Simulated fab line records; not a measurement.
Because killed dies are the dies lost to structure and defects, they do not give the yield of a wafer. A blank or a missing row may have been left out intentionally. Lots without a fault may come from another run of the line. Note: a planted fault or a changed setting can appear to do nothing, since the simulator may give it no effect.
A sampling plan put to the test / flow nand_harc / one fab line, 39 faults that these records tell of, each judged on the records of the lots that it struck; 1 more is left out, because the records don't allow judging it
Plan = the line's own looks (route steps where a gauge or an inspection reads the wafer without altering it). A look is open to judgement when struck wafers have a number at it and the file gives its usual mean and standard deviation on fault-free wafers. Caught: 4 or more of those standard deviations (sigma) separate the usual mean from the mean of the struck wafers at a look after the fault's first step. On the tool: the fault's steps, tested the same way using the tool's own readings. Also counted as caught: the struck wafers showing another recipe, or a record that is empty for them alone.

## THE FAULTS, as the simulator had put them in
1. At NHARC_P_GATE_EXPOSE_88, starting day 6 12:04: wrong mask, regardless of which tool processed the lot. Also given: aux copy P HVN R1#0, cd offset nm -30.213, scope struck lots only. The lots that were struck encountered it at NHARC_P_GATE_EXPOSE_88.
2. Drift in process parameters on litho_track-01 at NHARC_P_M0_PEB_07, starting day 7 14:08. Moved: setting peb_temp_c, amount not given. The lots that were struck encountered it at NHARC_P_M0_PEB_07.
3. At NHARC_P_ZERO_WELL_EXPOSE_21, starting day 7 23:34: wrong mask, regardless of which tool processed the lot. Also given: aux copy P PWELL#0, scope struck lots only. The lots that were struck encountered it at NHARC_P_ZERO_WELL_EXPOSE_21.
4. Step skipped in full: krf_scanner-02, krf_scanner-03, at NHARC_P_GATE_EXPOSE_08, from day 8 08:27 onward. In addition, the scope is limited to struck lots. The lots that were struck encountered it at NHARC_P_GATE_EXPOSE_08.
5. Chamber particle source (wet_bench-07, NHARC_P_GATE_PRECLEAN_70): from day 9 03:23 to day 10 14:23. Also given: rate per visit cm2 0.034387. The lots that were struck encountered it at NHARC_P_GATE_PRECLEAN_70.
6. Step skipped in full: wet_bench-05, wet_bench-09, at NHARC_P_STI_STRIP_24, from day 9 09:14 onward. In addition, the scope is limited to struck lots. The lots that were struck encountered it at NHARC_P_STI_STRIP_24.
7. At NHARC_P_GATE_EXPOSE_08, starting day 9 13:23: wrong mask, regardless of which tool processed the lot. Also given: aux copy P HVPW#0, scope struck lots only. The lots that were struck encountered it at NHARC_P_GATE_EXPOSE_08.
8. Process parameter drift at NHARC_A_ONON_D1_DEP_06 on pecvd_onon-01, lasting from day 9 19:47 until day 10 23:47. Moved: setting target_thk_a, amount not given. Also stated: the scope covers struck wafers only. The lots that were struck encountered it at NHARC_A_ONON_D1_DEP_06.
9. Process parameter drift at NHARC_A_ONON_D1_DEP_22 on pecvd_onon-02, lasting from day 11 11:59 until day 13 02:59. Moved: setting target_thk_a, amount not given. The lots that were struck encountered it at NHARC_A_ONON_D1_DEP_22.
10. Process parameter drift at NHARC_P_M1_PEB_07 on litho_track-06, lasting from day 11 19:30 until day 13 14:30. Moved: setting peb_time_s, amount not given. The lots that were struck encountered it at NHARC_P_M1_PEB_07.
11. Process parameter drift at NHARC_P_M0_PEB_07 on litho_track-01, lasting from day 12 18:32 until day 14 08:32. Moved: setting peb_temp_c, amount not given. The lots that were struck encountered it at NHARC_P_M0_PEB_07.
12. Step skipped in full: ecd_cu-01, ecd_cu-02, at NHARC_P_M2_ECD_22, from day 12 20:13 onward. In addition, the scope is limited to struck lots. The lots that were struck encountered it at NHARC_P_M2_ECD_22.
13. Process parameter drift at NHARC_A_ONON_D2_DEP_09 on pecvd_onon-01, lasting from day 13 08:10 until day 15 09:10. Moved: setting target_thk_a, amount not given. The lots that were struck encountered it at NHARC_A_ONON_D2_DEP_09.
14. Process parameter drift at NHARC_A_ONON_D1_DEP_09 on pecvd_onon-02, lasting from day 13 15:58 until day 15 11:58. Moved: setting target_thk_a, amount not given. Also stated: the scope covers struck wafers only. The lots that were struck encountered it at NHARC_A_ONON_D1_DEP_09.
15. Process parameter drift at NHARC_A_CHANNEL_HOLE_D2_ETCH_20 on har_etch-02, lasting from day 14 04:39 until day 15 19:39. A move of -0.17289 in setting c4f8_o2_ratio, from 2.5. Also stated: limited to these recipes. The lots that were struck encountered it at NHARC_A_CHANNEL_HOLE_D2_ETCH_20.
16. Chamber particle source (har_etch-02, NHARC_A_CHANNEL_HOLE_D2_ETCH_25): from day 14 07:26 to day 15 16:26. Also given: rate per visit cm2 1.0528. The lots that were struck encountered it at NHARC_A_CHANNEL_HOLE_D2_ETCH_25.
17. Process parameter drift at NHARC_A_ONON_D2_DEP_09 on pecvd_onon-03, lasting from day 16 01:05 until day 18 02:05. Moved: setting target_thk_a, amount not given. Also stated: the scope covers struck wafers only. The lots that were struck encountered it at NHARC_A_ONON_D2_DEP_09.
18. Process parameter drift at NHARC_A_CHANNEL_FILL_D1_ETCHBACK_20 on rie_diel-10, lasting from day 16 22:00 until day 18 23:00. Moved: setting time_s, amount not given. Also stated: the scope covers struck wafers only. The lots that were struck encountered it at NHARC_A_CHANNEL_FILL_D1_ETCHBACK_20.
19. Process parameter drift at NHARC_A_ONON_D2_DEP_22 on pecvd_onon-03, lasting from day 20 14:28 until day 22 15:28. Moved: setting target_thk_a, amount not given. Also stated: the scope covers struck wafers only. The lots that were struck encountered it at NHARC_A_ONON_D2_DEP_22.
20. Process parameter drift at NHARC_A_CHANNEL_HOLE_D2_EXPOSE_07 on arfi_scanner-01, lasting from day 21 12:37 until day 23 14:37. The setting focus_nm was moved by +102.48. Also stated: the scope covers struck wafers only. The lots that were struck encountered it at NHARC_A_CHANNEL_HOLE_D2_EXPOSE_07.
21. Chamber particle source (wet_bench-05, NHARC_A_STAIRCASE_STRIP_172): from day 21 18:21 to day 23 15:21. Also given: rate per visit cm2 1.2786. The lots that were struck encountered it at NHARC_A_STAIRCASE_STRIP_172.
22. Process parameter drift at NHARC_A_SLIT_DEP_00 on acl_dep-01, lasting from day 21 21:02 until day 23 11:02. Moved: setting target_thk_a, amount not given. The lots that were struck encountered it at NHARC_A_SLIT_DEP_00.
23. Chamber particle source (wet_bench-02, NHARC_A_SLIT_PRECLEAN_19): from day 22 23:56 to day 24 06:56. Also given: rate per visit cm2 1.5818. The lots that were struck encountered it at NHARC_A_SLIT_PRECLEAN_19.
24. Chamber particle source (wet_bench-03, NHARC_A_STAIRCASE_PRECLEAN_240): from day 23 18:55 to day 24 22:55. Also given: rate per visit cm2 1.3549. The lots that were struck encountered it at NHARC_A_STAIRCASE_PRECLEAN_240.
25. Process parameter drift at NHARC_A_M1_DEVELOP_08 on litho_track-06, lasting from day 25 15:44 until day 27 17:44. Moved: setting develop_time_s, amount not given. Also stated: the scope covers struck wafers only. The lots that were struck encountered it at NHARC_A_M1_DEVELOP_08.
26. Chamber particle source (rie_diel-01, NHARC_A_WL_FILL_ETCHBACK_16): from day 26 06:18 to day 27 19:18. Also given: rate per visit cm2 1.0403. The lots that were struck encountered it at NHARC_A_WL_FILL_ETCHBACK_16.
27. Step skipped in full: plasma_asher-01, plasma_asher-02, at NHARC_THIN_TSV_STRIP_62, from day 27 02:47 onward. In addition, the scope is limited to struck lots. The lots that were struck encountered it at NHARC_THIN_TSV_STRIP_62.
28. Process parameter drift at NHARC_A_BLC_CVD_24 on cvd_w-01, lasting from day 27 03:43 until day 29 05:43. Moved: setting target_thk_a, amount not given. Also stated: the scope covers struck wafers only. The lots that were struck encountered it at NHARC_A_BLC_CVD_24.
29. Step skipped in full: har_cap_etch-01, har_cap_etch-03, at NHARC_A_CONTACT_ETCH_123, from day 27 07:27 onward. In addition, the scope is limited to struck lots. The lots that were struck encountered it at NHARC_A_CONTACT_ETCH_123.
30. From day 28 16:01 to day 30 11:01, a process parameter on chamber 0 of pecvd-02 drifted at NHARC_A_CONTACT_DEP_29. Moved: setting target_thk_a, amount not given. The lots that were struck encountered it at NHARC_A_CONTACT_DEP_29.
31. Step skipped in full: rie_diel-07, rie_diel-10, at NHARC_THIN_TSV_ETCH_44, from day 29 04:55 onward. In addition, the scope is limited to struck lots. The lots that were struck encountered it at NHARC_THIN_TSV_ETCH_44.
32. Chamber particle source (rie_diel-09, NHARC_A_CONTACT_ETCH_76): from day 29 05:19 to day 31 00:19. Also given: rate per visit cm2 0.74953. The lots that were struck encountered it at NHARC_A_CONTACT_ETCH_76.
33. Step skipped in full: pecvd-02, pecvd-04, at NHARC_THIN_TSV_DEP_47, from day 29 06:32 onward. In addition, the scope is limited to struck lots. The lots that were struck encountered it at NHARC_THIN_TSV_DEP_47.
34. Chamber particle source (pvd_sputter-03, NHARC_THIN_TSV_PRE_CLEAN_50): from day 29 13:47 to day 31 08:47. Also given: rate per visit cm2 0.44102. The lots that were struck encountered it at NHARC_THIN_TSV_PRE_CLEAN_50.
35. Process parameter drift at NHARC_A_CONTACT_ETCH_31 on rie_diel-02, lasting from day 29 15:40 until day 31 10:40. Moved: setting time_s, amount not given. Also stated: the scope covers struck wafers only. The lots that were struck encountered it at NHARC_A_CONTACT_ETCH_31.
36. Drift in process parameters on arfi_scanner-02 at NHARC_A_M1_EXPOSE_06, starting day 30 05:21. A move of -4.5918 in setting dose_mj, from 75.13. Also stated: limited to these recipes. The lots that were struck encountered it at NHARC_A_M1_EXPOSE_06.
37. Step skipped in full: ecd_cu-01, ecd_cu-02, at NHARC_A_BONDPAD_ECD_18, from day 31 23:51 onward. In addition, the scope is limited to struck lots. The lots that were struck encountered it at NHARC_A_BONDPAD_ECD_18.
38. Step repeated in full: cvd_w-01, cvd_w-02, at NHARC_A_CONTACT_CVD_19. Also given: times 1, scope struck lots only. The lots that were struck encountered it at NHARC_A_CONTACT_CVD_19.
39. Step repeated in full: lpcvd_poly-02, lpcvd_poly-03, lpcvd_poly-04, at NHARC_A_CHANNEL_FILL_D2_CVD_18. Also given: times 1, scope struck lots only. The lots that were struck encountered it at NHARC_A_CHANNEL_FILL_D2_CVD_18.

## WHAT THE PLAN SAW
fault=1; on the tool itself=no reading that can be judged; first look that catches it=NHARC_P_GATE_CD_MEAS_91; reading, sigma=cd_nm -13; median hours from its first step to that look=0.2; hours from the fault's start to the first struck lot there=4; judged looks passed uncaught=0
fault=2; on the tool itself=plate_temp_C +39 sigma; first look that catches it=NHARC_P_M0_CD_MEAS_09; reading, sigma=cd_nm +21; median hours from its first step to that look=0.1; hours from the fault's start to the first struck lot there=6; judged looks passed uncaught=0
fault=3; on the tool itself=no reading that can be judged; first look that catches it=NHARC_END_SORT_01; reading, sigma=killed_at_periphery +99 or beyond; median hours from its first step to that look=534.4; hours from the fault's start to the first struck lot there=538; judged looks passed uncaught=0
fault=4; on the tool itself=no reading that can be judged; first look that catches it=NHARC_P_GATE_INSPECT_28; reading, sigma=raw_defect_count +99 or beyond; median hours from its first step to that look=18.7; hours from the fault's start to the first struck lot there=21; judged looks passed uncaught=0
fault=5; on the tool itself=under 2 sigma; first look that catches it=NHARC_P_GATE_INSPECT_28; reading, sigma=raw_defect_count +6.7; median hours from its first step to that look=25.6; hours from the fault's start to the first struck lot there=32; judged looks passed uncaught=0
fault=6; on the tool itself=the tool's record is blank for the struck wafers; first look that catches it=NHARC_END_SORT_01; reading, sigma=killed_at_periphery +99 or beyond; median hours from its first step to that look=498.2; hours from the fault's start to the first struck lot there=504; judged looks passed uncaught=0
fault=7; on the tool itself=no reading that can be judged; first look that catches it=NHARC_END_SORT_01; reading, sigma=killed_at_periphery +99 or beyond; median hours from its first step to that look=485.9; hours from the fault's start to the first struck lot there=491; judged looks passed uncaught=0
fault=8; on the tool itself=no reading that can be judged; first look that catches it=NHARC_A_ONON_D1_THK_MEAS_08; reading, sigma=thk_nm -61; median hours from its first step to that look=0.4; hours from the fault's start to the first struck lot there=4; judged looks passed uncaught=0
fault=9; on the tool itself=no reading that can be judged; first look that catches it=NHARC_A_ONON_D1_THK_MEAS_24; reading, sigma=thk_nm -8.6; median hours from its first step to that look=0.5; hours from the fault's start to the first struck lot there=26; judged looks passed uncaught=0
fault=10; on the tool itself=under 2 sigma; first look that catches it=NHARC_P_M1_CD_MEAS_09; reading, sigma=cd_nm +11; median hours from its first step to that look=0.1; hours from the fault's start to the first struck lot there=18; judged looks passed uncaught=0
fault=11; on the tool itself=plate_temp_C -5.0 sigma; first look that catches it=NHARC_P_M0_CD_MEAS_09; reading, sigma=cd_nm -4.1; median hours from its first step to that look=0.1; hours from the fault's start to the first struck lot there=9; judged looks passed uncaught=0
fault=12; on the tool itself=the tool's record is blank for the struck wafers; first look that catches it=NHARC_P_M2_THK_MEAS_24; reading, sigma=thk_nm -70; median hours from its first step to that look=1.0; hours from the fault's start to the first struck lot there=2; judged looks passed uncaught=0
fault=13; on the tool itself=no reading that can be judged; first look that catches it=NHARC_A_ONON_D2_THK_MEAS_11; reading, sigma=thk_nm -78; median hours from its first step to that look=0.5; hours from the fault's start to the first struck lot there=4; judged looks passed uncaught=0
fault=14; on the tool itself=under 2 sigma; first look that catches it=NHARC_A_ONON_D1_THK_MEAS_11; reading, sigma=thk_nm -8.6; median hours from its first step to that look=0.4; hours from the fault's start to the first struck lot there=12; judged looks passed uncaught=0
fault=15; on the tool itself=under 2 sigma; first look that catches it=no look after it can be judged; reading, sigma=-; median hours from its first step to that look=-; hours from the fault's start to the first struck lot there=-; judged looks passed uncaught=0
fault=16; on the tool itself=under 2 sigma; first look that catches it=NHARC_A_CHANNEL_HOLE_D2_INSPECT_40; reading, sigma=raw_defect_count +8.1; median hours from its first step to that look=2.7; hours from the fault's start to the first struck lot there=7; judged looks passed uncaught=0
fault=17; on the tool itself=no reading that can be judged; first look that catches it=NHARC_A_ONON_D2_THK_MEAS_11; reading, sigma=thk_nm -59; median hours from its first step to that look=0.4; hours from the fault's start to the first struck lot there=5; judged looks passed uncaught=0
fault=18; on the tool itself=run_length_s -10 sigma; first look that catches it=NHARC_END_SORT_01; reading, sigma=killed_dies +30; median hours from its first step to that look=359.7; hours from the fault's start to the first struck lot there=368; judged looks passed uncaught=0
fault=19; on the tool itself=under 2 sigma; first look that catches it=NHARC_A_ONON_D2_THK_MEAS_24; reading, sigma=thk_nm -60; median hours from its first step to that look=0.4; hours from the fault's start to the first struck lot there=8; judged looks passed uncaught=0
fault=20; on the tool itself=under 2 sigma; first look that catches it=NHARC_A_CHANNEL_HOLE_D2_CD_MEAS_10; reading, sigma=cd_nm +8.4; median hours from its first step to that look=0.1; hours from the fault's start to the first struck lot there=10; judged looks passed uncaught=0
fault=21; on the tool itself=under 2 sigma; first look that catches it=not the one look that can be judged after it; reading, sigma=strongest: killed_dies at NHARC_END_SORT_01, +3.9; median hours from its first step to that look=-; hours from the fault's start to the first struck lot there=-; judged looks passed uncaught=1
fault=22; on the tool itself=under 2 sigma; first look that catches it=NHARC_END_SORT_01; reading, sigma=killed_dies +26; median hours from its first step to that look=126.7; hours from the fault's start to the first struck lot there=137; judged looks passed uncaught=0
fault=23; on the tool itself=under 2 sigma; first look that catches it=NHARC_A_SIN_REMOVE_INSPECT_04; reading, sigma=raw_defect_count +13; median hours from its first step to that look=7.2; hours from the fault's start to the first struck lot there=10; judged looks passed uncaught=0
fault=24; on the tool itself=no reading that can be judged; first look that catches it=none of the 4 looks that can be judged after it; reading, sigma=strongest: killed_at_array at NHARC_END_SORT_01, +2.6; median hours from its first step to that look=-; hours from the fault's start to the first struck lot there=-; judged looks passed uncaught=4
fault=25; on the tool itself=no reading that can be judged; first look that catches it=none of the 4 looks that can be judged after it; reading, sigma=strongest: killed_open at NHARC_END_SORT_01, +2.7; median hours from its first step to that look=-; hours from the fault's start to the first struck lot there=-; judged looks passed uncaught=4
fault=26; on the tool itself=under 2 sigma; first look that catches it=none of the 2 looks that can be judged after it; reading, sigma=strongest: killed_dies at NHARC_END_SORT_01, +3.3; median hours from its first step to that look=-; hours from the fault's start to the first struck lot there=-; judged looks passed uncaught=2
fault=27; on the tool itself=the tool's record is blank for the struck wafers; first look that catches it=NHARC_END_SORT_01; reading, sigma=killed_at_other +7.2; median hours from its first step to that look=15.5; hours from the fault's start to the first struck lot there=11; judged looks passed uncaught=0
fault=28; on the tool itself=under 2 sigma; first look that catches it=no look after it can be judged; reading, sigma=-; median hours from its first step to that look=-; hours from the fault's start to the first struck lot there=-; judged looks passed uncaught=0
fault=29; on the tool itself=the tool's record is blank for the struck wafers; first look that catches it=NHARC_END_SORT_01; reading, sigma=killed_at_array +30; median hours from its first step to that look=71.9; hours from the fault's start to the first struck lot there=74; judged looks passed uncaught=0
fault=30; on the tool itself=under 2 sigma; first look that catches it=NHARC_END_SORT_01; reading, sigma=killed_dies +26; median hours from its first step to that look=75.6; hours from the fault's start to the first struck lot there=84; judged looks passed uncaught=0
fault=31; on the tool itself=the tool's record is blank for the struck wafers; first look that catches it=NHARC_END_SORT_01; reading, sigma=killed_at_other +99 or beyond; median hours from its first step to that look=18.6; hours from the fault's start to the first struck lot there=20; judged looks passed uncaught=0
fault=32; on the tool itself=under 2 sigma; first look that catches it=not the one look that can be judged after it; reading, sigma=strongest: killed_dies at NHARC_END_SORT_01, +3.2; median hours from its first step to that look=-; hours from the fault's start to the first struck lot there=-; judged looks passed uncaught=1
fault=33; on the tool itself=the tool's record is blank for the struck wafers; first look that catches it=NHARC_END_SORT_01; reading, sigma=killed_at_other +99 or beyond; median hours from its first step to that look=15.8; hours from the fault's start to the first struck lot there=18; judged looks passed uncaught=0
fault=34; on the tool itself=under 2 sigma; first look that catches it=NHARC_END_SORT_01; reading, sigma=killed_at_other +43; median hours from its first step to that look=15.5; hours from the fault's start to the first struck lot there=20; judged looks passed uncaught=0
fault=35; on the tool itself=run_length_s -99 or beyond sigma; first look that catches it=NHARC_END_SORT_01; reading, sigma=killed_dies +29; median hours from its first step to that look=54.9; hours from the fault's start to the first struck lot there=62; judged looks passed uncaught=0
fault=36; on the tool itself=exposure_dose_mJ_cm2 -20 sigma; first look that catches it=NHARC_A_M1_CD_MEAS_09; reading, sigma=cd_nm -4.0; median hours from its first step to that look=0.1; hours from the fault's start to the first struck lot there=7; judged looks passed uncaught=0
fault=37; on the tool itself=the tool's record is blank for the struck wafers; first look that catches it=NHARC_A_BONDPAD_THK_MEAS_20; reading, sigma=thk_nm -87; median hours from its first step to that look=1.0; hours from the fault's start to the first struck lot there=13; judged looks passed uncaught=0
fault=38; on the tool itself=under 2 sigma; first look that catches it=not the one look that can be judged after it; reading, sigma=-; median hours from its first step to that look=-; hours from the fault's start to the first struck lot there=-; judged looks passed uncaught=1
fault=39; on the tool itself=under 2 sigma; first look that catches it=NHARC_END_SORT_01; reading, sigma=killed_dies +30; median hours from its first step to that look=258.6; hours from the fault's start to the first struck lot there=-; judged looks passed uncaught=0
A dash: this means the fault isn't caught or the number doesn't appear in these records.

Caught at a look: 31 of 39. Caught on the tool: 12 of 39. By one or the other: 31 of 39.
Caught at a look alone: faults 1, 3, 4, 5, 7, 8, 9, 10, 13, 14, 16, 17, 19, 20, 22, 23, 30, 34, 39.
Caught by neither: faults 15, 21, 24, 25, 26, 28, 32, 38.

## THINNER SAMPLING
If the look that catches a fault measured only every second or every third lot, by lot number, the first struck lot would be measured this late in the worst case:
fault=1; struck lots at that look, in order of time=L587; every lot=4 h; every second lot=may miss it; every third lot=may miss it
fault=2; struck lots at that look, in order of time=L992, L995; every lot=6 h; every second lot=33 h; every third lot=may miss all 2
fault=3; struck lots at that look, in order of time=L421; every lot=538 h; every second lot=may miss it; every third lot=may miss it
fault=4; struck lots at that look, in order of time=L343, L344; every lot=21 h; every second lot=30 h; every third lot=may miss all 2
fault=5; struck lots at that look, in order of time=L766, L767; every lot=32 h; every second lot=54 h; every third lot=may miss all 2
fault=6; struck lots at that look, in order of time=L428, L429, L427; every lot=504 h; every second lot=524 h; every third lot=529 h
fault=7; struck lots at that look, in order of time=L166; every lot=491 h; every second lot=may miss it; every third lot=may miss it
fault=8; struck lots at that look, in order of time=L683, L685; every lot=4 h; every second lot=may miss all 2; every third lot=may miss all 2
fault=9; struck lots at that look, in order of time=L577, L578; every lot=26 h; every second lot=34 h; every third lot=may miss all 2
fault=10; struck lots at that look, in order of time=L520, L522; every lot=18 h; every second lot=may miss all 2; every third lot=may miss all 2
fault=11; struck lots at that look, in order of time=L812, L816; every lot=9 h; every second lot=may miss all 2; every third lot=may miss all 2
fault=12; struck lots at that look, in order of time=L787, L788, L789; every lot=2 h; every second lot=19 h; every third lot=25 h
fault=13; struck lots at that look, in order of time=L578, L579; every lot=4 h; every second lot=31 h; every third lot=may miss all 2
fault=14; struck lots at that look, in order of time=L943, L946; every lot=12 h; every second lot=39 h; every third lot=may miss all 2
fault=16; struck lots at that look, in order of time=L373, L374; every lot=7 h; every second lot=34 h; every third lot=may miss all 2
fault=17; struck lots at that look, in order of time=L189, L191, L192; every lot=5 h; every second lot=43 h; every third lot=may miss all 3
fault=18; struck lots at that look, in order of time=L734, L738; every lot=368 h; every second lot=may miss all 2; every third lot=may miss all 2
fault=19; struck lots at that look, in order of time=L986, L987, L988; every lot=8 h; every second lot=24 h; every third lot=29 h
fault=20; struck lots at that look, in order of time=L554, L555; every lot=10 h; every second lot=13 h; every third lot=may miss all 2
fault=22; struck lots at that look, in order of time=L684, L680; every lot=137 h; every second lot=may miss all 2; every third lot=may miss all 2
fault=23; struck lots at that look, in order of time=L468, L470; every lot=10 h; every second lot=may miss all 2; every third lot=may miss all 2
fault=27; struck lots at that look, in order of time=L748, L747; every lot=11 h; every second lot=20 h; every third lot=may miss all 2
fault=29; struck lots at that look, in order of time=L472, L473, L471; every lot=74 h; every second lot=94 h; every third lot=99 h
fault=30; struck lots at that look, in order of time=L817, L818; every lot=84 h; every second lot=98 h; every third lot=may miss all 2
fault=31; struck lots at that look, in order of time=L351; every lot=20 h; every second lot=may miss it; every third lot=may miss it
fault=33; struck lots at that look, in order of time=L609, L612; every lot=18 h; every second lot=47 h; every third lot=may miss all 2
fault=34; struck lots at that look, in order of time=L805, L804; every lot=20 h; every second lot=45 h; every third lot=may miss all 2
fault=35; struck lots at that look, in order of time=L832, L833; every lot=62 h; every second lot=62 h; every third lot=may miss all 2
fault=36; struck lots at that look, in order of time=L444, L445; every lot=7 h; every second lot=8 h; every third lot=may miss all 2
fault=37; struck lots at that look, in order of time=L872, L871; every lot=13 h; every second lot=16 h; every third lot=may miss all 2
The hour figures run from when the fault began to the first measured lot among those it struck. 4 sigma limit: tested on the pooled struck wafers, so a lone lot may be under it. Other struck lots may not be in these records.

## THE LONGEST TIMED WAY FROM STEP TO LOOK
For fault 3, NHARC_P_ZERO_WELL_EXPOSE_21 and NHARC_END_SORT_01 are separated by a median of 534.4 hours. No look between them can be judged.
